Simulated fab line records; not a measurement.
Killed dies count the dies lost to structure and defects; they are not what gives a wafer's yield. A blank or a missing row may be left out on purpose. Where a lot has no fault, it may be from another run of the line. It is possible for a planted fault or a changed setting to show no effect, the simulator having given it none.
Matching of chambers	flow n5-finfet	ald-metal-02 running N5_BEOL_M1_ALD_84: 4 sister chambers
The step deposits TaN, pulse time 2 s, purge time 3 s, co reactant purge time 2 s. 8 wafers are shown with their chamber, then 8 later ones without.

WAFERS, EACH WITH ITS CHAMBER
wafer	chamber	heater-power-outer-w (W)	heater-power-w (W)
L079.3	0	243	440
L080.5	3	251	469
L081.1	2	216	405
L081.5	1	207	388
L082.1	3	257	493
L082.2	2	211	399
L082.3	1	211	384
L084.1	0	243	420

WAFERS MISSING THEIR CHAMBER
wafer	heater-power-outer-w (W)	heater-power-w (W)
L084.3	252	480
L084.6	249	418
L085.3	254	477
L085.4	245	426
L085.6	209	406
L088.3	250	475
L088.4	203	377
L088.6	242	429

EACH ONE'S CHAMBER
wafer	from the rows above	in truth
L084.3	3	3
L084.6	0	0
L085.3	3	3
L085.4	0	0
L085.6	can't be placed: 2 or 1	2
L088.3	3	3
L088.4	can't be placed: 1 or 2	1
L088.6	0	0
Correct placement for 6 of the 8. Cannot be placed on the basis of these rows: 2; the candidates contain the true chamber in 2. Number placed wrongly: 0.
How it was worked out, from the rows above alone: a wafer's distance from a chamber is the root of the sum, over the readings, of the square of ((its reading less the chamber's mean) divided by the reading's scatter). The wafer belongs to the nearest chamber; if the next one is less than 2 further off, it can't be placed. The mean given for a chamber averages the wafers shown for that chamber. The scatter is the square root of a quotient: the sum, over the shown wafers, of each reading's squared deviation from its chamber's mean, divided by wafers minus chambers.
